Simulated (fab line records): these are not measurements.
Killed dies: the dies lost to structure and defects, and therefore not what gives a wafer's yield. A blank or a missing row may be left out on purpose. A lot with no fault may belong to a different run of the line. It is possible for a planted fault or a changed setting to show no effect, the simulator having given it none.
Split-lot study | flow n5 finfet | 21 wafers read across 7 lots, on a route 1938 steps long

ABOUT THE SPLIT
At N5_PASSIVATION_PECVD_53 (deposits SiO2 from TEOS/O2, target thk 800 nm, time 169.4 s), the setting temp c was moved away from the recipe's 400 C on 5 of the 21 wafers read, by +1.6% to +4.4%. All remaining wafers had this setting at the recipe value.

The split's own step is where the reading is taken.

THE READING
SiO2_of_PASSIVATION_PECVD_53.thk nm (the simulator's own value, which no gauge read), in nm, at N5_PASSIVATION_PECVD_53 (deposits SiO2 from TEOS/O2, target thk 800 nm, time 169.4 s). The file does not state a usual value for it. Here, 16 wafers ran the recipe; their average is 802.9 nm with a standard deviation of 12 nm.

wafer  | tool, chamber at the split | temp c as run, C | against the recipe | SiO2_of_PASSIVATION_PECVD_53.thk nm, nm | against lot-mates on the recipe
L076.1 | pecvd-03, 0                | 417.7            | +4.4%              | 707.6                                   | -89.8
L076.5 | pecvd-03, 2                | 417.7            | +4.4%              | 720.8                                   | -76.6
L076.6 | pecvd-03, 0                | 400              | recipe             | 797.4                                   | -
L078.1 | pecvd-03, 1                | 416.4            | +4.1%              | 695.6                                   | -104.2
L078.2 | pecvd-03, 2                | 416.4            | +4.1%              | 718                                     | -81.8
L078.4 | pecvd-03, 1                | 400              | recipe             | 799.8                                   | -
L080.1 | pecvd-02, 1                | 406.2            | +1.6%              | 775.2                                   | -30.5
L080.2 | pecvd-02, 2                | 400              | recipe             | 801.8                                   | -
L080.5 | pecvd-02, 2                | 400              | recipe             | 809.6                                   | -
L084.2 | pecvd-03, 1                | 400              | recipe             | 802.4                                   | -
L084.3 | pecvd-03, 1                | 400              | recipe             | 808.2                                   | -
L084.6 | pecvd-03, 1                | 400              | recipe             | 805.2                                   | -
L090.1 | pecvd-03, 1                | 400              | recipe             | 802.6                                   | -
L090.3 | pecvd-03, 0                | 400              | recipe             | 797.6                                   | -
L090.5 | pecvd-03, 0                | 400              | recipe             | 819.8                                   | -
L093.1 | pecvd-04, 2                | 400              | recipe             | 770.6                                   | -
L093.3 | pecvd-04, 0                | 400              | recipe             | 798.2                                   | -
L093.4 | pecvd-04, 2                | 400              | recipe             | 788.8                                   | -
L095.1 | pecvd-03, 2                | 400              | recipe             | 813.4                                   | -
L095.3 | pecvd-03, 1                | 400              | recipe             | 809.6                                   | -
L095.6 | pecvd-03, 2                | 400              | recipe             | 820.8                                   | -

FIT RESULTS
A straight line over all 21 wafers: SiO2_of_PASSIVATION_PECVD_53.thk nm changes by -21.5 nm for each +1% of temp c; r = -0.95; the points scatter about the line by 12 nm.
The same after taking each lot's own level away (the mean of its wafers on the recipe; 21 wafers): -20.6 nm for each +1%; r = -0.97; scatter 8.6 nm.
The reading moves by 91 nm for the largest change in temp c, on that fit.
The span of the lots' own levels, 785.87 to 814.60 nm, comes to 2.5 times the standard deviation stated above.
Consequently the slope shifts little with the lot-to-lot level, the two slopes agreeing.
Check: for one of the wafers moved furthest among these (+4.4%), held out of the fit, the line's prediction against its lot-mates is -91.4 nm. Against them it came out at -89.8 nm.

ADDITIONAL SPLITS CARRIED BY THESE WAFERS
Other splits were also applied to these wafers ahead of the reading. Each is held against what the fit with the lots' levels taken away leaves over:
other split on the same wafers        | wafers away from the commonest value | r with SiO2_of_PASSIVATION_PECVD_53.thk nm (lot level and that fit taken away)
N5_BEOL_M14_DEVELOP_27 develop time s | 7                                    | -0.08
N5_BEOL_M15_SPUTTER_44 power w        | 7                                    | +0.24
N5_BEOL_M15_DEP_53 time s             | 9                                    | +0.06
N5_MIM_BOT_LITHO_EXPOSE_05 dose mj    | 6                                    | -0.07

FILE'S OWN FIT
SiO2_of_PASSIVATION_PECVD_53.thk nm changes by -20.5 nm for each +1% of temp c, r = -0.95.
